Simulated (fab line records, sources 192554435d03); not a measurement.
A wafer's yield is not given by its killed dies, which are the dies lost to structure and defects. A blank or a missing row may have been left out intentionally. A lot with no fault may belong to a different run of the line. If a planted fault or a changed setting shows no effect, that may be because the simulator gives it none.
Split-lot study | flow n5_finfet | route with 1938 steps; 7 lots, 39 wafers read

== SPLIT DETAILS ==
At N5_FIN_SAQP_HM_DEP_72 (deposits SiO2 from SiH4/N2O, target thk 12 nm, time 7.2 s), the setting target_thk_a was moved away from the recipe's 120 angstrom on 12 of the 39 wafers read, by -12.1% to +13.7%. This setting was run at the recipe's value on the other wafers.

== FROM THE SPLIT TO THE READING: what the file shows between them, 4 steps ==
- N5_FIN_SAQP_COAT_49: time 60 s, resist thk 100 nm
- N5_FIN_SAQP_COAT_50: time 60 s, resist thk 35 nm
- N5_FIN_SAQP_ETCH_52: etches SOC in N2/H2, target depth 100 nm, overetch 20 nm, time 150 s
- N5_FIN_SAQP_STRIP_53: strips in N2/H2

== THE READING ==
etch.depth_nm (the simulator's own value, which no gauge read), in nm, at N5_FIN_SAQP_HM_OPEN_73 (chemistry CHF3/O2, target SiO2, stops on a-Si, target depth 12 nm, time 16.8 s). There is no usual value for it anywhere in the file. Across the 27 wafers here that went through the recipe, the average is 11.98 nm and the standard deviation 0.2 nm.

wafer  | tool, chamber at the split | target_thk_a as run, angstrom | against the recipe | etch.depth_nm, nm | against lot-mates on the recipe
L074.1 | pecvd-01, 2                | 120                           | recipe             | 11.89             | -
L074.2 | pecvd-01, 0                | 120                           | recipe             | 11.86             | -
L074.3 | pecvd-01, 1                | 120                           | recipe             | 12.16             | -
L074.4 | pecvd-01, 1                | 120                           | recipe             | 12.46             | -
L074.5 | pecvd-01, 0                | 120                           | recipe             | 12.09             | -
L074.6 | pecvd-01, 2                | 120                           | recipe             | 11.97             | -
L075.2 | pecvd-02, 1                | 120                           | recipe             | 12.03             | -
L075.5 | pecvd-02, 2                | 120                           | recipe             | 12.02             | -
L075.6 | pecvd-02, 0                | 120                           | recipe             | 11.86             | -
L076.1 | pecvd-01, 2,0              | 120                           | recipe             | 11.76             | -
L076.6 | pecvd-01, 2,0              | 120                           | recipe             | 11.76             | -
L076.2 | pecvd-01, 0                | 120                           | recipe             | 11.69             | -
L076.3 | pecvd-01, 1                | 120                           | recipe             | 12.03             | -
L076.4 | pecvd-01, 2                | 120                           | recipe             | 12.17             | -
L076.5 | pecvd-01, 1                | 120                           | recipe             | 12.13             | -
L079.1 | pecvd-03, 2                | 120                           | recipe             | 11.82             | -
L079.2 | pecvd-03, 1                | 120                           | recipe             | 11.85             | -
L079.3 | pecvd-03, 0                | 120                           | recipe             | 11.61             | -
L079.4 | pecvd-03, 0                | 136.5                         | +13.7%             | 13.66             | +1.90
L079.5 | pecvd-03, 1                | 136.5                         | +13.7%             | 13.64             | +1.88
L079.6 | pecvd-03, 2                | 136.5                         | +13.7%             | 13.63             | +1.87
L082.1 | pecvd-01, 2                | 131.2                         | +9.3%              | 12.9              | +1.04
L082.2 | pecvd-01, 1                | 120                           | recipe             | 11.88             | -
L082.3 | pecvd-01, 0                | 120                           | recipe             | 11.73             | -
L082.4 | pecvd-01, 2                | 131.2                         | +9.3%              | 13.22             | +1.36
L082.5 | pecvd-01, 1                | 131.2                         | +9.3%              | 12.98             | +1.12
L082.6 | pecvd-01, 0                | 120                           | recipe             | 11.96             | -
L083.1 | pecvd-03, 2                | 110.4                         | -8.0%              | 11.08             | -0.97
L083.2 | pecvd-03, 1                | 120                           | recipe             | 12.01             | -
L083.3 | pecvd-03, 0                | 110.4                         | -8.0%              | 10.92             | -1.13
L083.4 | pecvd-03, 1                | 110.4                         | -8.0%              | 11.42             | -0.63
L083.5 | pecvd-03, 0                | 120                           | recipe             | 11.95             | -
L083.6 | pecvd-03, 2                | 120                           | recipe             | 12.2              | -
L087.1 | pecvd-02, 2                | 105.5                         | -12.1%             | 10.69             | -1.54
L087.2 | pecvd-02, 1                | 105.5                         | -12.1%             | 10.67             | -1.56
L087.3 | pecvd-02, 0,2              | 120                           | recipe             | 12.14             | -
L087.6 | pecvd-02, 0,2              | 120                           | recipe             | 12.14             | -
L087.4 | pecvd-02, 1                | 120                           | recipe             | 12.41             | -
L087.5 | pecvd-02, 0                | 105.5                         | -12.1%             | 10.73             | -1.50
When a row names more than one chamber, that row covers several wafers, and the file does not tell which wafer ran in which chamber.

THE FIT
A straight line over all 39 wafers: etch.depth_nm changes by +0.113 nm for each +1% of target_thk_a; r = +0.97; the points scatter about the line by 0.19 nm.
The same after taking each lot's own level away (the mean of its wafers on the recipe; 39 wafers): +0.129 nm for each +1%; r = +0.98; scatter 0.16 nm.
On that fit, the largest move of target_thk_a shifts the reading by 1.8 nm.
From 11.760 to 12.230 nm: that is the span of the lots' own levels, equal to 2.3 times the standard deviation above.
So the lot-to-lot level changes the slope: the two fits differ.
Check: for one of the wafers moved furthest among these (+13.7%), held out of the fit, the line's prediction against its lot-mates is +1.77 nm. It came out at +1.9 nm against them.

== THE WHOLE CHAIN: every reading that the file lists as answering this split, in the file's order ==
step                   | what it does                                                                   | reading                                                                            | change (the file's fit)               | r (the file's)
N5_FIN_SAQP_HM_DEP_72  | deposits SiO2 from SiH4/N2O, target thk 12 nm, time 7.2 s                      | SiO2_of_FIN_SAQP_HM_DEP_72.thk_nm (the simulator's own value, which no gauge read) | +0.129 nm for each +1% of the setting | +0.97
N5_FIN_SAQP_HM_OPEN_73 | chemistry CHF3/O2, target SiO2, stops on a-Si, target depth 12 nm, time 16.8 s | etch.depth_nm (the simulator's own value, which no gauge read)                     | +0.129 nm for each +1% of the setting | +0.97

== THE FILE'S OWN FIT ==
etch.depth_nm changes by +0.129 nm for each +1% of target_thk_a, r = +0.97.
